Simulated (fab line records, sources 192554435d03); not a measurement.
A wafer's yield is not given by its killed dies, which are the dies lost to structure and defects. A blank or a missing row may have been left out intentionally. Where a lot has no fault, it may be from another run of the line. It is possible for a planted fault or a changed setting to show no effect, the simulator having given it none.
fab line records || flow n5Finfet
record: {"lots": 4, "wafers": 12, "lastDay": 19}
route steps=1938 shown BEOL_M0@736 BEOL_M1@751 BEOL_M4@1111
lots that met no fault: from a run of the same line without faults
startH: hours from the record's opening day to when the first of the lot's shown wafers began || waitH: how many hours have passed since the lot's step before this one || " same as the row above || L1.1+2: several wafers, shown together as one row || - no value, or no start given || * or withheld: withheld || < > ~ a bound
route shown NAME@n: a module of which the file shows steps, and the number in the route of the first || usual: mean and standard deviation over wafers with no fault || same: alike in all rows || chamber/n: place in a boat || sites: the reading at each site || _std_site: standard deviation of those values || _edge_site: the outer-site mean with the inner-site mean subtracted || radiusMm: for every site, how far away it sits from the centre of the wafer || mask NAME#n: copy n || behind: the last tool/chamber to shape the wafer || hold: what put the lot on hold/how long, in hours/how the hold closed || device: names the non-switching transistor (n, p or np) || end of line: tests of these same wafers at the route's end || step lacking rows: just its recipe || killed: dies that structure and defects cost at the first sort, which is not the same as the wafer's yield || map: per-die view of a wafer (x killed, . not killed, _ where there is no die)
set.NAME: the setting the step ran with; set.NAME@STEP: the setting that earlier step ran with || model.NAME: the simulator's own value behind a step, which no gauge read
certain route steps with their lots: each step a table, each wafer a row
services: a tool's chamber out of use, with start hour (startH, from the record's first day; less than 0 if before it), hours out, and reason
== steps ==
step: N5_BEOL_M0_SPUTTER_132
recipe: {"material": "Cu", "targetThkA": 40, "tempC": -20, "chamberPressurePa": 0.07, "powerW": "withheld", "timeS": 7.37}
step: N5_BEOL_M0_ANNEAL_133
recipe: {"tempC": 400, "timeS": 60, "ambient": "vacuum"}
step: N5_BEOL_M0_SPUTTER_134
recipe: {"material": "Cu", "targetThkA": 40, "tempC": -20, "chamberPressurePa": 0.07, "powerW": "withheld", "timeS": 7.37}
step: N5_BEOL_M0_ANNEAL_135
recipe: {"tempC": 400, "timeS": 60, "ambient": "vacuum"}
step: N5_BEOL_M0_SPUTTER_141
recipe: {"material": "Cu", "targetThkA": 40, "tempC": -20, "chamberPressurePa": 0.07, "powerW": "withheld", "timeS": 7.37}
step: N5_BEOL_M0_ECD_118
recipe: {"material": "Cu", "targetThkA": 3000}
step: N5_BEOL_M0_ANNEAL_119
recipe: {"tempC": 225, "timeS": 90, "ambient": "N2"}
step: N5_BEOL_M0_CMP_120
recipe: {"stopOn": "SiOC", "tOverpolishS": 6.9, "downForcePsi": 1, "platenRpm": 50, "clearingPlatenDownForcePsi": 1.5, "clearingPlatenRpm": 50, "postCmpClean": "cuAlkaline", "clearingPlatenPadVelocityMS": 0.99484, "padVelocityMS": 0.99484}
step: N5_BEOL_M0_PRE_CLEAN_131
recipe: {"gas": "NH3/H2", "timeS": 15, "tempC": "*", "rfPowerW": 300}
step: N5_BEOL_M0_CO_CAP_123
recipe: {"material": "Co", "targetThkA": 20, "tempC": 200, "precursor": "CCTBA/H2", "pressureTorr": 30, "timeS": 102.1}
step: N5_BEOL_M0_PRE_CLEAN_124
recipe: {"gas": "NH3", "timeS": 15, "tempC": "withheld", "rfPowerW": 300}
step: N5_BEOL_M0_DEP_125
recipe: {"material": "SiCN", "targetThkA": 80, "tempC": "withheld", "precursor": "3MS/NH3", "pressureTorr": 3, "rfW": 202, "timeS": 14}
usual: {"showerheadPlenumPTorr": "3.671/0.018", "throttleValvePct": "8.9/0.54"}
{"lot.wafer": "L555.1", "tool": "pecvd-03", "chamber": 1, "startH": 136.39, "waitH": 0.0, "showerheadPlenumPTorr": 3.642, "throttleValvePct": 9.5, "model.SiCN_of_BEOL_M0_DEP_125.thkNm": 8}
{"lot.wafer": "L555.3", "tool": "pecvd-03", "chamber": 0, "startH": 136.39, "waitH": 0.0, "showerheadPlenumPTorr": 3.664, "throttleValvePct": 9.3, "model.SiCN_of_BEOL_M0_DEP_125.thkNm": 7.8}
{"lot.wafer": "L555.5", "tool": "pecvd-03", "chamber": 2, "startH": 136.39, "waitH": 0.0, "showerheadPlenumPTorr": 3.674, "throttleValvePct": 8.2, "model.SiCN_of_BEOL_M0_DEP_125.thkNm": 8}
{"lot.wafer": "L570.1", "tool": "pecvd-03", "chamber": 2, "startH": 221.88, "waitH": 0.0, "showerheadPlenumPTorr": 3.665, "throttleValvePct": 8.2, "model.SiCN_of_BEOL_M0_DEP_125.thkNm": 11.4}
{"lot.wafer": "L570.2", "tool": "pecvd-03", "chamber": 1, "startH": 221.88, "waitH": 0.0, "showerheadPlenumPTorr": 3.650, "throttleValvePct": 9.3, "model.SiCN_of_BEOL_M0_DEP_125.thkNm": 8}
{"lot.wafer": "L570.6", "tool": "pecvd-03", "chamber": 1, "startH": 221.88, "waitH": 0.0, "showerheadPlenumPTorr": 3.643, "throttleValvePct": 9.3, "model.SiCN_of_BEOL_M0_DEP_125.thkNm": 8.2}
{"lot.wafer": "L573.2", "tool": "pecvd-03", "chamber": 2, "startH": 236.04, "waitH": 0.0, "showerheadPlenumPTorr": 3.673, "throttleValvePct": 8.3, "model.SiCN_of_BEOL_M0_DEP_125.thkNm": 8}
{"lot.wafer": "L573.3", "tool": "pecvd-03", "chamber": 0, "startH": 236.04, "waitH": 0.0, "showerheadPlenumPTorr": 3.672, "throttleValvePct": 9.1, "model.SiCN_of_BEOL_M0_DEP_125.thkNm": 11.4}
{"lot.wafer": "L573.5", "tool": "pecvd-03", "chamber": 0, "startH": 236.04, "waitH": 0.0, "showerheadPlenumPTorr": 3.665, "throttleValvePct": 9.1, "model.SiCN_of_BEOL_M0_DEP_125.thkNm": 8}
{"lot.wafer": "L576.1", "tool": "pecvd-04", "chamber": 1, "startH": 263.52, "waitH": 0.0, "showerheadPlenumPTorr": 3.636, "throttleValvePct": 8.8, "model.SiCN_of_BEOL_M0_DEP_125.thkNm": 7.8}
{"lot.wafer": "L576.3", "tool": "pecvd-04", "chamber": 0, "startH": 263.52, "waitH": 0.0, "showerheadPlenumPTorr": 3.686, "throttleValvePct": 9.3, "model.SiCN_of_BEOL_M0_DEP_125.thkNm": 7.6}
{"lot.wafer": "L576.6", "tool": "pecvd-04", "chamber": 0, "startH": 263.52, "waitH": 0.0, "showerheadPlenumPTorr": 3.678, "throttleValvePct": 9.4, "model.SiCN_of_BEOL_M0_DEP_125.thkNm": 8}
step: N5_BEOL_M1_ILD_DEP_00
recipe: {"material": "SiOC", "targetThkA": 790, "tempC": 350, "precursor": "DEMS/O2", "pressureTorr": 5, "rfW": 500, "timeS": 15.3}
step: N5_BEOL_M1_PECVD_72
recipe: {"material": "SiO2", "targetThkA": 160, "tempC": 400, "precursor": "TEOS/O2", "pressureTorr": 5.5, "rfW": 450, "teosFlowSccm": 53.8, "gas": "O2", "flowSccm": 3000, "timeS": 18}
step: N5_BEOL_M1_HM_DEP_02
recipe: {"material": "TiN", "targetThkA": 200, "tempC": 25, "chamberPressurePa": 0.49996}
step: N5_BEOL_M1_COAT_61
recipe: {"resist": "SOC", "tempC": 250, "timeS": 60, "spinRpm": 1500, "resistThkNm": 60}
step: N5_BEOL_M1_COAT_62
recipe: {"resist": "SiARC", "tempC": 220, "timeS": 60, "spinRpm": 1500, "resistThkNm": 12}
step: N5_BEOL_M1_COAT_73
recipe: {"resist": "underlayer", "tempC": 205, "timeS": 60, "spinRpm": 1500, "resistThkNm": 5}
step: N5_BEOL_M1_COAT_05
recipe: {"resist": "CAR-EUV", "spinRpm": 1500, "resistThkNm": 30}
step: N5_BEOL_M1_EBR_07
recipe: {"solvent": "PGMEA", "ebrWidthMm": 1.5}
step: N5_BEOL_M1_SOFTBAKE_06
recipe: {"tempC": 110, "timeS": 60, "resist": "CAR-EUV"}
step: N5_BEOL_M1_EXPOSE_08
recipe: {"maskId": "M1", "na": 0.33, "sourceShape": "dipole", "sigmaInner": 0.369, "sigmaOuter": 0.767, "polarization": "unpolarized", "doseMj": 33}
step: N5_BEOL_M1_PEB_09
recipe: {"pebTempC": 100, "pebTimeS": 60, "resist": "CAR-EUV"}
step: N5_BEOL_M1_DEVELOP_10
recipe: {"developTimeS": 30, "developer": "TMAH", "resist": "CAR-EUV", "rinseLiquid": "surfactantRinse", "dry": "airSpin", "devTempC": 23}
step: N5_BEOL_M1_DESCUM_16
recipe: {"chemistry": "O2", "timeS": 7, "sourcePowerW": 50, "biasPowerW": 20, "pressureMtorr": 20, "rfFrequencyHz": 2.712e+07, "tempC": 40, "resist": "CAR-EUV", "o2FlowSccm": 225}
step: N5_BEOL_M1_ETCH_74
recipe: {"chemistry": "N2/H2", "target": "underlayer", "targetDepthA": 65, "maskMaterial": "CAR-EUV", "timeS": 5.2, "ionEnergyEv": 200, "pressureMtorr": 30, "sourceW": 840, "biasW": 150, "n2FlowSccm": 200, "h2FlowSccm": 200, "ends": "cleared"}
step: N5_BEOL_M1_ETCH_63
recipe: {"chemistry": "CF4", "target": "SiARC", "targetDepthA": 156, "maskMaterial": "CAR-EUV", "timeS": 26, "ionEnergyEv": 80, "pressureMtorr": 40, "sourceW": 545, "biasW": 36, "Ar_flow_sccm": 100, "cf4FlowSccm": 100, "ends": "cleared"}
step: N5_BEOL_M1_ETCH_64
recipe: {"chemistry": "N2/H2", "target": "SOC", "targetDepthA": 750, "overetchA": 150, "maskMaterial": "SiARC", "tempC": 40, "timeS": 112.5, "ionEnergyEv": 200, "pressureMtorr": 30, "sourceW": 840, "biasW": 150, "n2FlowSccm": 200, "h2FlowSccm": 200}
step: N5_BEOL_M1_STRIP_65
recipe: {"chemistry": "N2/H2", "tempC": 40, "n2FlowSccm": 200, "h2FlowSccm": 200, "rfFrequencyHz": 6e+07}
step: N5_BEOL_M1_STRIP_75
recipe: {"chemistry": "N2/H2", "tempC": 40, "n2FlowSccm": 200, "h2FlowSccm": 200, "rfFrequencyHz": 6e+07}
step: N5_BEOL_M1_STRIP_66
recipe: {"chemistry": "CF4", "resist": "SiARC", "powerW": 300, "biasPowerW": 75, "pressureMtorr": 50, "cf4FlowSccm": 150, "rfFrequencyHz": 6e+07}
step: N5_BEOL_M1_HM_OPEN_17
recipe: {"chemistry": "Cl2/BCl3", "targetDepthA": 200, "overetchA": 60, "target": "TiN", "maskMaterial": "SOC", "ionEnergyEv": 150, "pressureMtorr": 10, "icpW": 1000, "biasW": 126, "Cl2_flow_sccm": 53.25, "bcl3FlowSccm": 21.75, "Ar_flow_sccm": 25}
step: N5_BEOL_M1_STRIP_19
recipe: {"chemistry": "O2", "powerW": 400, "tempC": 40, "pressureMtorr": 30, "rfFrequencyHz": 6e+07, "biasPowerW": 0, "overashFraction": 0.2, "o2FlowSccm": 225}
step: N5_BEOL_M1_COAT_67
recipe: {"resist": "SOC", "tempC": 250, "timeS": 60, "spinRpm": 1500, "resistThkNm": 60}
step: N5_BEOL_M1_CMP_52
recipe: {"stopOn": "SiOC", "tOverpolishS": 6.8, "downForcePsi": 1, "platenRpm": 50, "clearingPlatenDownForcePsi": 1.5, "clearingPlatenRpm": 50, "postCmpClean": "cuAlkaline", "targetThkNm": 40, "clearingPlatenPadVelocityMS": 0.99484, "padVelocityMS": 0.99484}
usual: {"barrierFieldEndpointS": "25.0/0.59", "clearingPlatenDownForcePsi": "1.4998/0.0029", "edgeZonePressureFrac": "1.000/0.0047", "motorCurrentA": "6.1/0.57", "overpolishRunS": "6.801/0.0089", "timeToEndpointS": "64/3.5"}
{"lot.wafer": "L555.1", "tool": "cmp-03", "chamber": 3, "startH": 145.19, "waitH": 0.3, "barrierFieldEndpointS": 25.1, "clearingPlatenDownForcePsi": 1.5043, "edgeZonePressureFrac": 0.997, "motorCurrentA": 5.4, "overpolishRunS": 6.791, "timeToEndpointS": 64, "model.Cu_of_BEOL_M1_ECD_50.thkNm": 40.8}
{"lot.wafer": "L555.3", "tool": "cmp-03", "chamber": 1, "startH": 145.19, "waitH": 0.3, "barrierFieldEndpointS": 24.4, "clearingPlatenDownForcePsi": 1.5027, "edgeZonePressureFrac": 0.992, "motorCurrentA": 5.7, "overpolishRunS": 6.807, "timeToEndpointS": 64, "model.Cu_of_BEOL_M1_ECD_50.thkNm": 42}
{"lot.wafer": "L555.5", "tool": "cmp-03", "chamber": 3, "startH": 145.19, "waitH": 0.3, "barrierFieldEndpointS": 24.9, "clearingPlatenDownForcePsi": 1.4989, "edgeZonePressureFrac": 0.999, "motorCurrentA": 5.8, "overpolishRunS": 6.797, "timeToEndpointS": 65, "model.Cu_of_BEOL_M1_ECD_50.thkNm": 41}
{"lot.wafer": "L570.2", "tool": "cmp-03", "chamber": 1, "startH": 230.96, "waitH": 0.2, "barrierFieldEndpointS": 24.4, "clearingPlatenDownForcePsi": 1.4997, "edgeZonePressureFrac": 1.000, "motorCurrentA": 5.9, "overpolishRunS": 6.805, "timeToEndpointS": 60, "model.Cu_of_BEOL_M1_ECD_50.thkNm": 37.2}
{"lot.wafer": "L570.1", "tool": "cmp-03", "chamber": 0, "startH": 230.96, "waitH": 0.2, "barrierFieldEndpointS": 25.8, "clearingPlatenDownForcePsi": 1.4987, "edgeZonePressureFrac": 0.989, "motorCurrentA": 5.9, "overpolishRunS": 6.799, "timeToEndpointS": 63, "model.Cu_of_BEOL_M1_ECD_50.thkNm": 44}
{"lot.wafer": "L570.6", "tool": "cmp-03", "chamber": 2, "startH": 230.96, "waitH": 0.2, "barrierFieldEndpointS": 25.2, "clearingPlatenDownForcePsi": 1.4985, "edgeZonePressureFrac": 0.999, "motorCurrentA": 5.5, "overpolishRunS": 6.806, "timeToEndpointS": 60, "model.Cu_of_BEOL_M1_ECD_50.thkNm": 41.2}
{"lot.wafer": "L573.2", "tool": "cmp-02", "chamber": 0, "startH": 247.79, "waitH": 0.3, "barrierFieldEndpointS": 25.1, "clearingPlatenDownForcePsi": 1.4999, "edgeZonePressureFrac": 0.999, "motorCurrentA": 5.8, "overpolishRunS": 6.812, "timeToEndpointS": 64, "model.Cu_of_BEOL_M1_ECD_50.thkNm": 39.2}
{"lot.wafer": "L573.3", "tool": "cmp-02", "chamber": 2, "startH": 247.79, "waitH": 0.3, "barrierFieldEndpointS": 24.4, "clearingPlatenDownForcePsi": 1.5036, "edgeZonePressureFrac": 1.008, "motorCurrentA": 6.5, "overpolishRunS": 6.780, "timeToEndpointS": 64, "model.Cu_of_BEOL_M1_ECD_50.thkNm": 44}
{"lot.wafer": "L573.5", "tool": "cmp-02", "chamber": 0, "startH": 247.79, "waitH": 0.3, "barrierFieldEndpointS": 25.4, "clearingPlatenDownForcePsi": 1.5001, "edgeZonePressureFrac": 0.998, "motorCurrentA": 5.6, "overpolishRunS": 6.798, "timeToEndpointS": 66, "model.Cu_of_BEOL_M1_ECD_50.thkNm": 44}
{"lot.wafer": "L576.1", "tool": "cmp-03", "chamber": 2, "startH": 272.05, "waitH": 0.3, "barrierFieldEndpointS": 23.8, "clearingPlatenDownForcePsi": 1.4980, "edgeZonePressureFrac": 0.994, "motorCurrentA": 5.5, "overpolishRunS": 6.817, "timeToEndpointS": 61, "model.Cu_of_BEOL_M1_ECD_50.thkNm": 40}
{"lot.wafer": "L576.3", "tool": "cmp-03", "chamber": 1, "startH": 272.05, "waitH": 0.3, "barrierFieldEndpointS": 23.6, "clearingPlatenDownForcePsi": 1.4955, "edgeZonePressureFrac": 1.003, "motorCurrentA": 6.0, "overpolishRunS": 6.799, "timeToEndpointS": 60, "model.Cu_of_BEOL_M1_ECD_50.thkNm": 36.8}
{"lot.wafer": "L576.6", "tool": "cmp-03", "chamber": 3, "startH": 272.05, "waitH": 0.3, "barrierFieldEndpointS": 24.7, "clearingPlatenDownForcePsi": 1.5011, "edgeZonePressureFrac": 1.000, "motorCurrentA": 5.4, "overpolishRunS": 6.804, "timeToEndpointS": 59, "model.Cu_of_BEOL_M1_ECD_50.thkNm": 39.4}
step: N5_BEOL_M4_RC_MEAS_101
usual: {"DIBL_N": "35.8/1.7", "DIBL_P": "35.3/2", "IOFF_N": "0.150/0.026", "IOFF_P": "0.194/0.029", "ION_N": "667/11", "ION_P": "456/7.1", "SS_N": "71.4/0.65", "SS_P": "73.1/0.64", "VT_N": "251/3", "VT_P": "-252/3.2"}
{"lot.wafer": "L555.1", "tool": "prober-01", "chamber": 0, "startH": 242.34, "waitH": 0.0, "DIBL_N[mV/V]": 36.9, "DIBL_P[mV/V]": 37.8, "IOFF_N[nA/um]": 0.179, "IOFF_P[nA/um]": 0.212, "ION_N[uA/um]": 673, "ION_P[uA/um]": 457, "SS_N[mV/dec]": 71.9, "SS_P[mV/dec]": 73.9, "VT_N[mV]": 245, "VT_P[mV]": -250}
{"lot.wafer": "L555.3", "tool": "prober-01", "chamber": 0, "startH": 242.34, "waitH": 0.0, "DIBL_N[mV/V]": 34.6, "DIBL_P[mV/V]": 34.3, "IOFF_N[nA/um]": 0.137, "IOFF_P[nA/um]": 0.184, "ION_N[uA/um]": 660, "ION_P[uA/um]": 452, "SS_N[mV/dec]": 70.8, "SS_P[mV/dec]": 72.6, "VT_N[mV]": 251, "VT_P[mV]": -254}
{"lot.wafer": "L555.5", "tool": "prober-01", "chamber": 0, "startH": 242.34, "waitH": 0.0, "DIBL_N[mV/V]": 37.1, "DIBL_P[mV/V]": 36.9, "IOFF_N[nA/um]": 0.160, "IOFF_P[nA/um]": 0.201, "ION_N[uA/um]": 660, "ION_P[uA/um]": 451, "SS_N[mV/dec]": 71.5, "SS_P[mV/dec]": 73.7, "VT_N[mV]": 248, "VT_P[mV]": -252}
{"lot.wafer": "L570.1", "tool": "prober-01", "chamber": 0, "startH": 313.28, "waitH": 0.0, "DIBL_N[mV/V]": 35.2, "DIBL_P[mV/V]": 33.2, "IOFF_N[nA/um]": 0.137, "IOFF_P[nA/um]": 0.175, "ION_N[uA/um]": 641, "ION_P[uA/um]": 444, "SS_N[mV/dec]": 71.9, "SS_P[mV/dec]": 72.7, "VT_N[mV]": 252, "VT_P[mV]": -252}
{"lot.wafer": "L570.2", "tool": "prober-01", "chamber": 0, "startH": 313.28, "waitH": 0.0, "DIBL_N[mV/V]": 34.7, "DIBL_P[mV/V]": 33.3, "IOFF_N[nA/um]": 0.125, "IOFF_P[nA/um]": 0.173, "ION_N[uA/um]": 661, "ION_P[uA/um]": 454, "SS_N[mV/dec]": 71.2, "SS_P[mV/dec]": 72.7, "VT_N[mV]": 252, "VT_P[mV]": -252}
{"lot.wafer": "L570.6", "tool": "prober-01", "chamber": 0, "startH": 313.28, "waitH": 0.0, "DIBL_N[mV/V]": 37.3, "DIBL_P[mV/V]": 36.8, "IOFF_N[nA/um]": 0.166, "IOFF_P[nA/um]": 0.228, "ION_N[uA/um]": 649, "ION_P[uA/um]": 450, "SS_N[mV/dec]": 71.8, "SS_P[mV/dec]": 73.7, "VT_N[mV]": 248, "VT_P[mV]": -249}
{"lot.wafer": "L573.2", "tool": "prober-01", "chamber": 0, "startH": 335.98, "waitH": 0.2, "DIBL_N[mV/V]": 36.6, "DIBL_P[mV/V]": 34.0, "IOFF_N[nA/um]": 0.167, "IOFF_P[nA/um]": 0.213, "ION_N[uA/um]": 659, "ION_P[uA/um]": 461, "SS_N[mV/dec]": 72.4, "SS_P[mV/dec]": 72.8, "VT_N[mV]": 251, "VT_P[mV]": -246}
{"lot.wafer": "L573.3", "tool": "prober-01", "chamber": 0, "startH": 335.98, "waitH": 0.2, "DIBL_N[mV/V]": 36.7, "DIBL_P[mV/V]": 35.4, "IOFF_N[nA/um]": 0.170, "IOFF_P[nA/um]": 0.237, "ION_N[uA/um]": 670, "ION_P[uA/um]": 461, "SS_N[mV/dec]": 72.0, "SS_P[mV/dec]": 73.1, "VT_N[mV]": 248, "VT_P[mV]": -247}
{"lot.wafer": "L573.5", "tool": "prober-01", "chamber": 0, "startH": 335.98, "waitH": 0.2, "DIBL_N[mV/V]": 36.9, "DIBL_P[mV/V]": 34.7, "IOFF_N[nA/um]": 0.158, "IOFF_P[nA/um]": 0.221, "ION_N[uA/um]": 659, "ION_P[uA/um]": 455, "SS_N[mV/dec]": 72.4, "SS_P[mV/dec]": 73.7, "VT_N[mV]": 252, "VT_P[mV]": -248}
{"lot.wafer": "L576.1", "tool": "prober-02", "chamber": 0, "startH": 347.58, "waitH": 0.0, "DIBL_N[mV/V]": 36.7, "DIBL_P[mV/V]": 35.5, "IOFF_N[nA/um]": 0.155, "IOFF_P[nA/um]": 0.222, "ION_N[uA/um]": 672, "ION_P[uA/um]": 466, "SS_N[mV/dec]": 71.4, "SS_P[mV/dec]": 73.3, "VT_N[mV]": 251, "VT_P[mV]": -249}
{"lot.wafer": "L576.3", "tool": "prober-02", "chamber": 0, "startH": 347.58, "waitH": 0.0, "DIBL_N[mV/V]": 37.9, "DIBL_P[mV/V]": 36.6, "IOFF_N[nA/um]": 0.179, "IOFF_P[nA/um]": 0.236, "ION_N[uA/um]": 676, "ION_P[uA/um]": 468, "SS_N[mV/dec]": 71.4, "SS_P[mV/dec]": 74.4, "VT_N[mV]": 248, "VT_P[mV]": -250}
{"lot.wafer": "L576.6", "tool": "prober-02", "chamber": 0, "startH": 347.58, "waitH": 0.0, "DIBL_N[mV/V]": 38.9, "DIBL_P[mV/V]": 37.1, "IOFF_N[nA/um]": 0.201, "IOFF_P[nA/um]": 0.247, "ION_N[uA/um]": 681, "ION_P[uA/um]": 461, "SS_N[mV/dec]": 71.9, "SS_P[mV/dec]": 73.6, "VT_N[mV]": 247, "VT_P[mV]": -248}
== services ==
{"tool": "pecvd-03", "chamber": 0, "startH": 130.09, "hours": 5.5, "kind": "scheduledDown"}
{"tool": "cmp-02", "chamber": "-", "startH": 146.21, "hours": 7.9, "kind": "repair"}
{"tool": "cmp-03", "chamber": "-", "startH": 161.38, "hours": 0.3, "kind": "repair"}
{"tool": "cmp-02", "chamber": "-", "startH": 171.78, "hours": 1.0, "kind": "repair"}
{"tool": "pecvd-03", "chamber": "-", "startH": 179.32, "hours": 2.1, "kind": "repair"}
{"tool": "cmp-03", "chamber": "-", "startH": 193.45, "hours": 7.5, "kind": "pm"}
{"tool": "cmp-03", "chamber": "-", "startH": 212.44, "hours": 7.1, "kind": "pm"}
{"tool": "cmp-02", "chamber": "-", "startH": 220.30, "hours": 7.3, "kind": "pm"}
{"tool": "pecvd-03", "chamber": 1, "startH": 229.11, "hours": 16.5, "kind": "scheduledDown"}
{"tool": "pecvd-03", "chamber": "-", "startH": 229.72, "hours": 4.3, "kind": "pm"}
{"tool": "cmp-02", "chamber": "-", "startH": 231.15, "hours": 6.5, "kind": "repair"}
{"tool": "pecvd-03", "chamber": 0, "startH": 236.89, "hours": 5.9, "kind": "repair"}
{"tool": "cmp-02", "chamber": "-", "startH": 238.36, "hours": 4.0, "kind": "pm"}
{"tool": "cmp-02", "chamber": "-", "startH": 242.36, "hours": "-", "kind": "consumableReplace:conditioner"}
{"tool": "cmp-02", "chamber": "-", "startH": 242.36, "hours": "-", "kind": "consumableReplace:pad"}
{"tool": "cmp-03", "chamber": "-", "startH": 246.75, "hours": 0.9, "kind": "repair"}
{"tool": "pecvd-04", "chamber": 0, "startH": 248.19, "hours": 5.5, "kind": "scheduledDown"}
{"tool": "pecvd-04", "chamber": 0, "startH": 263.69, "hours": 2.1, "kind": "scheduledDown"}
{"tool": "cmp-03", "chamber": "-", "startH": 265.61, "hours": 2.3, "kind": "repair"}
== key ==
firstSign none at tools or gauges
modelEffect: {"step": "N5_BEOL_M0_DEP_125", "value": "SiCN_of_BEOL_M0_DEP_125.thkNm", "without": 8, "struck": 11.4}
modelEffect: {"step": "N5_BEOL_M1_CMP_52", "value": "Cu_of_BEOL_M1_ECD_50.thkNm", "without": 40.6, "struck": 44}
metAt N5_BEOL_M0_DEP_125
struckWafers L570.1,L573.3
onsetBetween 136.39 221.88
fault: {"kind": "processParameterDrift", "tool": "pecvd-03", "chamber": "-", "onsetH": 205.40, "steps": "N5_BEOL_M0_DEP_125", "channel": "timeS", "offset": "*", "shape": "step", "endH": 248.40, "scope": "struckWafersOnly", "actsIn": "*", "stated": "*"}
